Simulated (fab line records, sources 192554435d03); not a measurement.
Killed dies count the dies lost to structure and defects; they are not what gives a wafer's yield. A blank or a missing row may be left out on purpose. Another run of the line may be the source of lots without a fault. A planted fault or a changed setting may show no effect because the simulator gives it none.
2 desks looking at one fault	flow n5_finfet	each desk holds nothing but its own numbers, with what lay behind them at the end

FOR THE TOOL OWNER'S DESK: rie_diel-01
The tool's own readings at N5_BEOL_M14_TRENCH_ETCH_34 (etches SiO2 in C4F8/O2/Ar, target depth 556.65 nm, time 126.9 s): means of the sampled wafers that have a number, for each lot that ran on this tool. If a lot's mean is further than 4 standard deviations from the usual mean, the lot is out of limits and carries the mark OUT (the distance appears in the brackets).
Columns: A = drypump_motor_current_A at N5_BEOL_M14_TRENCH_ETCH_34, usual 5.6 A; B = oes_ar_750_au at N5_BEOL_M14_TRENCH_ETCH_34, usual 0.79 a.u.; C = oes_product_au at N5_BEOL_M14_TRENCH_ETCH_34, usual 0.78 a.u.; D = rf_vpp_V at N5_BEOL_M14_TRENCH_ETCH_34, usual 2223 V; E = showerhead_plenum_p_Torr at N5_BEOL_M14_TRENCH_ETCH_34, usual 3.45 Torr; F = throttle_valve_pct at N5_BEOL_M14_TRENCH_ETCH_34, usual 30.89 %
lot	first seen here	A	B	C	D	E	F
L941	day 14 05:44	5.7	0.83	0.83	2230	3.48	30.74
L940	day 14 11:23	5.6	0.78	0.77	2237	3.51	30.97
L945	day 15 06:26	5.6	0.77	0.77	2224	3.48	30.74
This desk's finding: nothing out of limits on any of the 3 lots.

AT THE METROLOGY DESK
What the gauges read for every lot (on any tool): the sampled wafers with a number, averaged. If a lot's mean is further than 4 standard deviations from the usual mean, the lot is out of limits and carries the mark OUT (the distance appears in the brackets). Readings shown: 7 of its 28, picked as those furthest out on some lot.
Columns: A = M14_THK at N5_BEOL_M14_THK_MEAS_50, usual 537 nm; B = M14_RS at N5_BEOL_M14_RS_MEAS_54, usual 0.0337 ohm/sq; C = COMB_M8 at N5_BEOL_M15_RC_MEAS_101, usual 2.6e-11 S/m; D = SERP_M10 at N5_BEOL_M15_RC_MEAS_101, usual 3.03 ohm/um; E = SERP_M13 at N5_BEOL_M15_RC_MEAS_101, usual 0.309 ohm/um; F = SERP_M6 at N5_BEOL_M15_RC_MEAS_101, usual 13.9 ohm/um; G = SERP_M6_max_site at N5_BEOL_M15_RC_MEAS_101, usual 14.4 ohm/um
lot	first seen here	A	B	C	D	E	F	G
L941	day 14 04:35	535	0.0337	2.5e-11	3.02	0.309	13.5	14.4
L940	day 14 10:23	543	0.0334	3.4e-11	3.24	0.310	15.0	15.5
L945	day 15 05:05	512	0.0354	2.6e-11	2.95	0.307	13.3	13.8
L946	day 15 16:55	533	0.0341	3.9e-11	3.01	0.320	14.4	15.0
L952	day 17 20:29	517	0.0350	2.3e-11	3.04	0.305	14.0	14.5
L951	day 18 15:41	549	0.0327	2.1e-11	3.05	0.304	13.6	14.5
This desk's finding: nothing out of limits on any of the 6 lots.

ALL TOGETHER
The tool owner's desk saw nothing out of limits.
The metrology desk saw nothing out of limits.

WHAT THE SIMULATOR HAD PUT IN
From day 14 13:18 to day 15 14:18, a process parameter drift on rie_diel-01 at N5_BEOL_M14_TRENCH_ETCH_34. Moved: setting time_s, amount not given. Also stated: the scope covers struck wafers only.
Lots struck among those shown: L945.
